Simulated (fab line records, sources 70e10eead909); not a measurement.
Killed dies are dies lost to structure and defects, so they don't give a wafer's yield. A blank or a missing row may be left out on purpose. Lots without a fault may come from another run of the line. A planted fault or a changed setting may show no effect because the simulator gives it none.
Chamber matching | flow nand_harc | NHARC_P_BONDPAD_ACTIVATE_29 on rie_diel-12: 4 sister chambers
The step chemistry N2, time 60 s. 18 wafers are shown with their chamber, then 9 later ones without.

WAFERS WITH THEIR CHAMBER
wafer  | chamber | showerhead_plenum_p_Torr (Torr) | oes_product_au (a.u.) | rf_vpp_V (V)
L076.2 | 2       | 1.82                            | 0.986                 | 65.2
L076.3 | 1       | 1.90                            | 0.999                 | 64.7
L076.4 | 0       | 1.87                            | 1.007                 | 64.0
L080.4 | 3       | 1.74                            | 1.018                 | 64.9
L080.5 | 1       | 1.90                            | 0.993                 | 65.1
L080.6 | 0       | 1.86                            | 1.001                 | 63.7
L086.1 | 1       | 1.90                            | 1.000                 | 64.5
L086.4 | 3       | 1.74                            | 1.009                 | 65.1
L086.6 | 3       | 1.74                            | 0.997                 | 62.4
L089.3 | 2       | 1.81                            | 0.990                 | 64.8
L089.4 | 2       | 1.81                            | 0.988                 | 64.6
L089.5 | 0       | 1.86                            | 0.999                 | 64.1
L091.1 | 2       | 1.81                            | 0.975                 | 63.7
L091.3 | 3       | 1.74                            | 0.990                 | 63.8
L091.4 | 1       | 1.89                            | 0.988                 | 64.6
L093.3 | 3       | 1.74                            | 1.005                 | 64.0
L093.5 | 1       | 1.89                            | 1.004                 | 64.6
L093.6 | 2       | 1.81                            | 0.982                 | 65.0

SIGNATURES (means of the wafers above)
reading                  | chamber 0 | chamber 1 | chamber 2 | chamber 3 | scatter within a chamber
showerhead_plenum_p_Torr | 1.8633    | 1.8960    | 1.8120    | 1.7400    | 0.00436
oes_product_au           | 1.00233   | 0.99680   | 0.98420   | 1.00380   | 0.00756
rf_vpp_V                 | 63.933    | 64.700    | 64.660    | 64.040    | 0.669
Rule: a wafer's distance from a chamber is the root of the sum, over the readings, of the square of ((its reading less the chamber's mean) divided by the reading's scatter). The wafer belongs to the nearest chamber; if the next one is less than 2 further off, it can't be placed. The scatter: the root of (the sum of the squares of (reading less its chamber's mean) over the shown wafers, divided by (wafers less chambers)).

WAFERS WITHOUT THEIR CHAMBER
wafer  | showerhead_plenum_p_Torr (Torr) | oes_product_au (a.u.) | rf_vpp_V (V)
L094.1 | 1.74                            | 1.013                 | 62.8
L094.4 | 1.81                            | 0.981                 | 62.6
L094.5 | 1.74                            | 1.004                 | 64.7
L096.1 | 1.81                            | 0.992                 | 64.5
L096.5 | 1.74                            | 1.009                 | 63.7
L096.6 | 1.81                            | 0.988                 | 63.8
L097.1 | 1.81                            | 0.993                 | 63.2
L097.4 | 1.74                            | 1.006                 | 64.6
L097.5 | 1.89                            | 1.009                 | 65.5

WHICH CHAMBER EACH WENT THROUGH
wafer  | from the rows above | in truth
L094.1 | 3                   | 3
L094.4 | 2                   | 2
L094.5 | 3                   | 3
L096.1 | 2                   | 2
L096.5 | 3                   | 3
L096.6 | 2                   | 2
L097.1 | 2                   | 2
L097.4 | 3                   | 3
L097.5 | 1                   | 1
Placed correctly: 9 of 9. Can't be placed from these rows: 0. Placed wrongly: 0.
